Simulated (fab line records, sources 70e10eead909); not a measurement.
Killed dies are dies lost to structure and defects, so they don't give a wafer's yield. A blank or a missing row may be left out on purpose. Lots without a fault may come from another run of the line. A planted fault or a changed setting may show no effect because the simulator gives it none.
Which tool did it? | flow nand_harc | 24 lots, 72 wafers sampled, at 6 steps of a route of 1302

WHAT THE GAUGES READ, wafer by wafer
The record holds no reading of a measuring or inspecting step that can be judged against a usual standard deviation.

WHICH TOOL RAN EACH LOT (tool, then ch and the chambers of the sampled wafers, then the start)
lot  | NHARC_A_STAIRCASE_ETCH_236                    | NHARC_A_STAIRCASE_STRIP_254          | NHARC_A_STAIRCASE_DEP_259       | NHARC_A_STAIRCASE_HM_DEP_462  | NHARC_A_STAIRCASE_DEP_301       | NHARC_A_STAIRCASE_DESCUM_312
L074 | rie_diel-09 ch 0,1,3, day 16 08:23 or earlier | plasma_asher-01 ch 0,1, day 16 08:23 | pecvd-02 ch 0,2, day 16 16:00   | acl_dep-01 ch 0, day 17 01:10 | pecvd-04 ch 0,2, day 17 03:04   | rie_diel-09 ch 0,1,2, day 17 04:04
L075 | rie_diel-09 ch 1,2, day 16 14:52 or earlier   | plasma_asher-02 ch 0,1, day 16 14:52 | pecvd-04 ch 0,1, day 16 17:49   | acl_dep-02 ch 0, day 17 03:50 | pecvd-03 ch 1,2, day 17 05:24   | rie_diel-02 ch 2,3, day 17 07:10
L076 | rie_diel-06 ch 0,1,2, day 17 10:56 or earlier | plasma_asher-02 ch 0,1, day 17 10:56 | pecvd-04 ch 0,2, day 17 13:34   | acl_dep-01 ch 0, day 18 01:25 | pecvd-02 ch 0,2, day 18 02:59   | rie_diel-06 ch 0,1,2, day 18 03:59
L078 | rie_diel-06 ch 1,2,3, day 17 14:01 or earlier | plasma_asher-02 ch 0,1, day 17 14:01 | pecvd-03 ch 0,1,2, day 17 17:33 | acl_dep-03 ch 0, day 18 10:19 | pecvd-03 ch 0,2, day 18 12:13   | rie_diel-02 ch 0,2,3, day 18 13:11
L077 | rie_diel-06 ch 0,1,3, day 17 20:30 or earlier | plasma_asher-02 ch 0,1, day 17 20:30 | pecvd-02 ch 0,1,2, day 18 01:10 | acl_dep-01 ch 0, day 18 16:49 | pecvd-02 ch 0,1, day 18 18:46   | rie_diel-09 ch 0,2,3, day 18 19:43
L080 | rie_diel-02 ch 0,1,3, day 18 01:51 or earlier | plasma_asher-02 ch 0,1, day 18 01:51 | pecvd-02 ch 0,1, day 18 10:20   | acl_dep-01 ch 0, day 18 20:35 | pecvd-04 ch 1,2, day 18 22:25   | rie_diel-06 ch 1,2,3, day 18 23:17
L079 | rie_diel-02 ch 0,3, day 18 03:07 or earlier   | plasma_asher-02 ch 0,1, day 18 03:07 | pecvd-03 ch 0,2, day 18 10:23   | acl_dep-01 ch 0, day 18 23:02 | pecvd-04 ch 0,2, day 19 01:03   | rie_diel-06 ch 1,2,3, day 19 01:53
L082 | rie_diel-02 ch 0,2,3, day 19 05:10 or earlier | plasma_asher-01 ch 0,1, day 19 05:10 | pecvd-04 ch 0,1,2, day 19 10:31 | acl_dep-01 ch 0, day 19 19:36 | pecvd-02 ch 0,1,2, day 19 21:28 | rie_diel-09 ch 0,1,2, day 19 22:26
L081 | rie_diel-02 ch 0,1,2, day 19 05:29 or earlier | plasma_asher-01 ch 0,1, day 19 05:29 | pecvd-04 ch 0,1,2, day 19 10:58 | acl_dep-02 ch 0, day 19 19:57 | pecvd-02 ch 0,1,2, day 19 21:50 | rie_diel-06 ch 0,2,3, day 19 22:43
L083 | rie_diel-09 ch 0,2, day 19 19:04 or earlier   | plasma_asher-02 ch 0,1, day 19 19:04 | pecvd-03 ch 0,1,2, day 19 21:43 | acl_dep-01 ch 0, day 20 10:10 | pecvd-04 ch 0,1, day 20 11:26   | rie_diel-09 ch 0,3, day 20 12:25
L084 | rie_diel-02 ch 1,3, day 20 17:35 or earlier   | plasma_asher-02 ch 1, day 20 17:35   | pecvd-03 ch 0,1, day 20 20:15   | acl_dep-02 ch 0, day 21 08:32 | pecvd-03 ch 0,1,2, day 21 10:05 | rie_diel-09 ch 1,2,3, day 21 11:04
L085 | rie_diel-06 ch 1,2,3, day 20 17:37 or earlier | plasma_asher-01 ch 0,1, day 20 17:37 | pecvd-04 ch 0,2, day 20 20:18   | acl_dep-02 ch 0, day 21 05:20 | pecvd-02 ch 0,1,2, day 21 07:13 | rie_diel-02 ch 0,1,3, day 21 08:13
L086 | rie_diel-06 ch 1,2, day 20 21:22 or earlier   | plasma_asher-02 ch 1, day 20 21:22   | pecvd-02 ch 0,1,2, day 21 00:17 | acl_dep-01 ch 0, day 21 14:03 | pecvd-02 ch 1,2, day 21 15:56   | rie_diel-02 ch 0,2, day 21 16:55
L088 | rie_diel-02 ch 1,2, day 22 02:43 or earlier   | plasma_asher-02 ch 0,1, day 22 02:43 | pecvd-04 ch 0,1,2, day 22 05:25 | acl_dep-01 ch 0, day 22 17:23 | pecvd-04 ch 0,2, day 22 19:16   | rie_diel-06 ch 1,2,3, day 22 20:08
L089 | rie_diel-06 ch 0,1, day 22 06:58 or earlier   | plasma_asher-02 ch 0,1, day 22 06:58 | pecvd-04 ch 0,1,2, day 22 10:47 | acl_dep-03 ch 0, day 22 21:32 | pecvd-03 ch 0,1,2, day 22 22:51 | rie_diel-02 ch 0,3, day 22 23:39
L090 | rie_diel-02 ch 0,1,2, day 22 09:41 or earlier | plasma_asher-02 ch 0,1, day 22 09:41 | pecvd-04 ch 0,1, day 22 14:27   | acl_dep-02 ch 0, day 23 02:38 | pecvd-02 ch 0,1,2, day 23 04:32 | rie_diel-06 ch 0,2,3, day 23 05:28
L087 | rie_diel-02 ch 0,1, day 22 10:59 or earlier   | plasma_asher-02 ch 0,1, day 22 10:59 | pecvd-03 ch 1,2, day 22 16:20   | acl_dep-03 ch 0, day 23 05:32 | pecvd-03 ch 0,2, day 23 07:10   | rie_diel-06 ch 0,1,3, day 23 07:58
L091 | rie_diel-02 ch 0,1,2, day 23 14:23 or earlier | plasma_asher-01 ch 0,1, day 23 14:23 | pecvd-03 ch 1,2, day 23 17:04   | acl_dep-03 ch 0, day 24 08:55 | pecvd-02 ch 0,2, day 24 10:49   | rie_diel-06 ch 0,2,3, day 24 11:46
L092 | rie_diel-09 ch 1,2,3, day 23 16:04 or earlier | plasma_asher-02 ch 0,1, day 23 16:04 | pecvd-02 ch 1,2, day 23 18:47   | acl_dep-03 ch 0, day 24 12:37 | pecvd-02 ch 0,1,2, day 24 14:30 | rie_diel-02 ch 0,1,3, day 24 15:28
L093 | rie_diel-09 ch 1,2,3, day 23 21:10 or earlier | plasma_asher-02 ch 0,1, day 23 21:10 | pecvd-02 ch 0,1,2, day 24 05:24 | acl_dep-03 ch 0, day 24 16:40 | pecvd-02 ch 0,2, day 24 18:14   | rie_diel-06 ch 0,1,3, day 24 19:06
L094 | rie_diel-06 ch 2,3, day 24 21:23 or earlier   | plasma_asher-02 ch 0,1, day 24 21:23 | pecvd-04 ch 1,2, day 25 00:04   | acl_dep-03 ch 0, day 25 15:27 | pecvd-04 ch 0,1, day 25 16:46   | rie_diel-02 ch 1,2, day 25 17:43
L096 | rie_diel-06 ch 1,2, day 25 05:47 or earlier   | plasma_asher-01 ch 0,1, day 25 05:47 | pecvd-04 ch 0,1,2, day 25 08:43 | acl_dep-02 ch 0, day 25 22:47 | pecvd-04 ch 0,1,2, day 25 23:49 | rie_diel-09 ch 0,1, day 26 00:35
L095 | rie_diel-09 ch 1,2,3, day 25 06:27 or earlier | plasma_asher-01 ch 0,1, day 25 06:27 | pecvd-04 ch 0,1, day 25 09:07   | acl_dep-03 ch 0, day 25 22:14 | pecvd-04 ch 1,2, day 26 00:05   | rie_diel-09 ch 0,2,3, day 26 01:05
L097 | rie_diel-09 ch 2,3, day 25 19:40 or earlier   | plasma_asher-02 ch 0, day 25 19:40   | pecvd-04 ch 1,2, day 25 22:22   | acl_dep-01 ch 0, day 26 11:02 | pecvd-03 ch 1,2, day 26 12:54   | rie_diel-09 ch 0,1,2, day 26 13:54
- NHARC_A_STAIRCASE_ETCH_236: etches the open film in C4F8/O2, target depth 100 nm, time 40.5 s.
- NHARC_A_STAIRCASE_STRIP_254: strips in O2.
- NHARC_A_STAIRCASE_DEP_259: deposits SiON, target thk 30 nm.
- NHARC_A_STAIRCASE_HM_DEP_462: deposits aC, target thk 800 nm.
- NHARC_A_STAIRCASE_DEP_301: deposits SiON, target thk 30 nm.
- NHARC_A_STAIRCASE_DESCUM_312: chemistry O2, time 3 s.

WHAT THE TOOLS THEMSELVES READ (means of the sampled wafers that have a number; where no wafer has one, the mark that the record gives instead)
NHARC_A_STAIRCASE_ETCH_236.
lot  | tool        | oes_product_au (a.u.) | rf_vpp_V (V)
L074 | rie_diel-09 | 0.941                 | 900
L075 | rie_diel-09 | 0.949                 | 897
L076 | rie_diel-06 | 0.938                 | 896
L078 | rie_diel-06 | 0.945                 | 897
L077 | rie_diel-06 | 0.947                 | 895
L080 | rie_diel-02 | 0.937                 | 896
L079 | rie_diel-02 | 0.957                 | 901
L082 | rie_diel-02 | 0.942                 | 900
L081 | rie_diel-02 | 0.938                 | 892
L083 | rie_diel-09 | 0.953                 | 897
L084 | rie_diel-02 | 0.955                 | 900
L085 | rie_diel-06 | 0.947                 | 897
L086 | rie_diel-06 | 0.940                 | 898
L088 | rie_diel-02 | 0.951                 | 893
L089 | rie_diel-06 | 0.933                 | 893
L090 | rie_diel-02 | 0.943                 | 892
L087 | rie_diel-02 | 0.947                 | 890
L091 | rie_diel-02 | 0.945                 | 892
L092 | rie_diel-09 | 0.938                 | 897
L093 | rie_diel-09 | 0.947                 | 897
L094 | rie_diel-06 | 0.942                 | 898
L096 | rie_diel-06 | 0.944                 | 897
L095 | rie_diel-09 | 0.924                 | 897
L097 | rie_diel-09 | 0.942                 | 894

NHARC_A_STAIRCASE_STRIP_254.
lot  | tool            | drypump_motor_current_A (A) | heater_power_w (W)
L074 | plasma_asher-01 | 5.7                         | 382
L075 | plasma_asher-02 | 6.1                         | 376
L076 | plasma_asher-02 | 6.2                         | 373
L078 | plasma_asher-02 | 6.1                         | 374
L077 | plasma_asher-02 | 5.7                         | 334
L080 | plasma_asher-02 | 5.7                         | 341
L079 | plasma_asher-02 | 6.2                         | 374
L082 | plasma_asher-01 | 5.7                         | 377
L081 | plasma_asher-01 | 5.9                         | 389
L083 | plasma_asher-02 | 5.7                         | 338
L084 | plasma_asher-02 | 6.6                         | 380
L085 | plasma_asher-01 | 5.7                         | 381
L086 | plasma_asher-02 | 6.7                         | 381
L088 | plasma_asher-02 | 5.7                         | 333
L089 | plasma_asher-02 | 6.2                         | 366
L090 | plasma_asher-02 | 6.1                         | 357
L087 | plasma_asher-02 | 6.1                         | 360
L091 | plasma_asher-01 | 6.0                         | 400
L092 | plasma_asher-02 | 5.7                         | 337
L093 | plasma_asher-02 | 6.1                         | 355
L094 | plasma_asher-02 | 6.2                         | 362
L096 | plasma_asher-01 | 5.7                         | 378
L095 | plasma_asher-01 | 5.9                         | 397
L097 | plasma_asher-02 | 5.2                         | 322

NHARC_A_STAIRCASE_DEP_259.
lot  | tool     | heater_power_outer_w (W) | heater_power_w (W)
L074 | pecvd-02 | 501                      | 768
L075 | pecvd-04 | 419                      | 703
L076 | pecvd-04 | 459                      | 785
L078 | pecvd-03 | 462                      | 758
L077 | pecvd-02 | 452                      | 721
L080 | pecvd-02 | 455                      | 691
L079 | pecvd-03 | 483                      | 783
L082 | pecvd-04 | 478                      | 788
L081 | pecvd-04 | 495                      | 834
L083 | pecvd-03 | 524                      | 822
L084 | pecvd-03 | 410                      | 695
L085 | pecvd-04 | 437                      | 764
L086 | pecvd-02 | 468                      | 730
L088 | pecvd-04 | 470                      | 782
L089 | pecvd-04 | 497                      | 838
L090 | pecvd-04 | 504                      | 821
L087 | pecvd-03 | 517                      | 825
L091 | pecvd-03 | 487                      | 781
L092 | pecvd-02 | 384                      | 676
L093 | pecvd-02 | 461                      | 752
L094 | pecvd-04 | 410                      | 727
L096 | pecvd-04 | 445                      | 756
L095 | pecvd-04 | 496                      | 806
L097 | pecvd-04 | 454                      | 772

NHARC_A_STAIRCASE_HM_DEP_462.
lot  | tool       | throttle_valve_pct (%)
L074 | acl_dep-01 | 34.996
L075 | acl_dep-02 | 34.998
L076 | acl_dep-01 | 35.000
L078 | acl_dep-03 | 34.997
L077 | acl_dep-01 | 34.997
L080 | acl_dep-01 | 35.004
L079 | acl_dep-01 | 35.001
L082 | acl_dep-01 | 34.996
L081 | acl_dep-02 | 35.006
L083 | acl_dep-01 | 35.003
L084 | acl_dep-02 | 34.992
L085 | acl_dep-02 | 35.005
L086 | acl_dep-01 | 35.005
L088 | acl_dep-01 | 35.004
L089 | acl_dep-03 | 35.000
L090 | acl_dep-02 | 35.005
L087 | acl_dep-03 | 35.001
L091 | acl_dep-03 | 35.014
L092 | acl_dep-03 | 35.002
L093 | acl_dep-03 | 35.003
L094 | acl_dep-03 | 35.009
L096 | acl_dep-02 | 34.998
L095 | acl_dep-03 | 35.003
L097 | acl_dep-01 | 34.999

NHARC_A_STAIRCASE_DEP_301.
lot  | tool     | heater_power_outer_w (W) | heater_power_w (W)
L074 | pecvd-04 | 510                      | 839
L075 | pecvd-03 | 520                      | 820
L076 | pecvd-02 | 512                      | 782
L078 | pecvd-03 | 526                      | 862
L077 | pecvd-02 | 463                      | 726
L080 | pecvd-04 | 463                      | 798
L079 | pecvd-04 | 479                      | 813
L082 | pecvd-02 | 403                      | 662
L081 | pecvd-02 | 480                      | 759
L083 | pecvd-04 | 431                      | 725
L084 | pecvd-03 | 492                      | 790
L085 | pecvd-02 | 461                      | 742
L086 | pecvd-02 | 425                      | 715
L088 | pecvd-04 | 459                      | 794
L089 | pecvd-03 | 495                      | 800
L090 | pecvd-02 | 468                      | 759
L087 | pecvd-03 | 462                      | 773
L091 | pecvd-02 | 486                      | 756
L092 | pecvd-02 | 426                      | 707
L093 | pecvd-02 | 443                      | 697
L094 | pecvd-04 | 466                      | 759
L096 | pecvd-04 | 517                      | 841
L095 | pecvd-04 | 483                      | 795
L097 | pecvd-03 | 451                      | 733

NHARC_A_STAIRCASE_DESCUM_312.
lot  | tool        | drypump_motor_current_A (A) | oes_product_au (a.u.) | rf_vpp_V (V) | showerhead_plenum_p_Torr (Torr) | throttle_valve_pct (%)
L074 | rie_diel-09 | 5.8                         | 1.007                 | 56.8         | 1.97                            | 11.315
L075 | rie_diel-02 | 5.5                         | 0.996                 | 58.2         | 1.89                            | 11.309
L076 | rie_diel-06 | 5.8                         | 1.005                 | 58.4         | 1.91                            | 11.304
L078 | rie_diel-02 | 5.4                         | 0.995                 | 58.5         | 1.95                            | 11.304
L077 | rie_diel-09 | 5.6                         | 0.995                 | 57.4         | 1.93                            | 11.313
L080 | rie_diel-06 | 5.6                         | 1.007                 | 58.2         | 1.93                            | 11.304
L079 | rie_diel-06 | 5.6                         | 1.005                 | 58.3         | 1.93                            | 11.305
L082 | rie_diel-09 | 5.7                         | 1.001                 | 57.6         | 1.96                            | 11.323
L081 | rie_diel-06 | 5.9                         | 0.999                 | 56.8         | 1.96                            | 11.320
L083 | rie_diel-09 | 5.4                         | 1.004                 | 58.1         | 1.93                            | 11.308
L084 | rie_diel-09 | 5.5                         | 1.006                 | 57.7         | 1.93                            | 11.314
L085 | rie_diel-02 | 5.3                         | 0.997                 | 58.5         | 1.90                            | 11.314
L086 | rie_diel-02 | 5.5                         | 1.008                 | 58.0         | 1.90                            | 11.311
L088 | rie_diel-06 | 5.6                         | 1.001                 | 58.5         | 1.92                            | 11.313
L089 | rie_diel-02 | 5.2                         | 0.996                 | 57.0         | 1.90                            | 11.309
L090 | rie_diel-06 | 5.9                         | 1.002                 | 58.7         | 1.95                            | 11.303
L087 | rie_diel-06 | 5.8                         | 1.005                 | 57.5         | 1.88                            | 11.324
L091 | rie_diel-06 | 5.9                         | 0.999                 | 58.0         | 1.95                            | 11.308
L092 | rie_diel-02 | 5.3                         | 0.998                 | 57.8         | 1.89                            | 11.316
L093 | rie_diel-06 | 5.8                         | 1.005                 | 57.2         | 1.87                            | 11.310
L094 | rie_diel-02 | 5.7                         | 1.003                 | 57.8         | 1.88                            | 11.309
L096 | rie_diel-09 | 5.8                         | 1.002                 | 58.4         | 1.98                            | 11.311
L095 | rie_diel-09 | 5.6                         | 1.000                 | 57.0         | 1.91                            | 11.309
L097 | rie_diel-09 | 5.8                         | 0.999                 | 58.4         | 1.95                            | 11.307

THE ANSWER, worked out from the rows above alone
Rule: what is usual is taken from the lots themselves. Put in order of their means at a reading, lots are off if they are a third of the lots or fewer, leave a main group of 4 or more, and stand apart from it by a gap of 3 or more times the standard deviation of the main group's means; of several such gaps the widest counts. A main group whose means are all the same, to the digits that the tables above print for the reading, isn't used. A lot without any number at a reading at which 4 lots or more have one is off too. The other lots that the step has rows for count as sound. The gauges are gone through in route order, then the tools' own readings, and for those a lot's mean is taken as printed above. The first step at which some lot is off is used, and at that step the reading that is off furthest; a lot without a number counts as furthest.
No lot is off at any reading shown: from this, nothing can be told.

WHAT THE SIMULATOR HAD PUT IN
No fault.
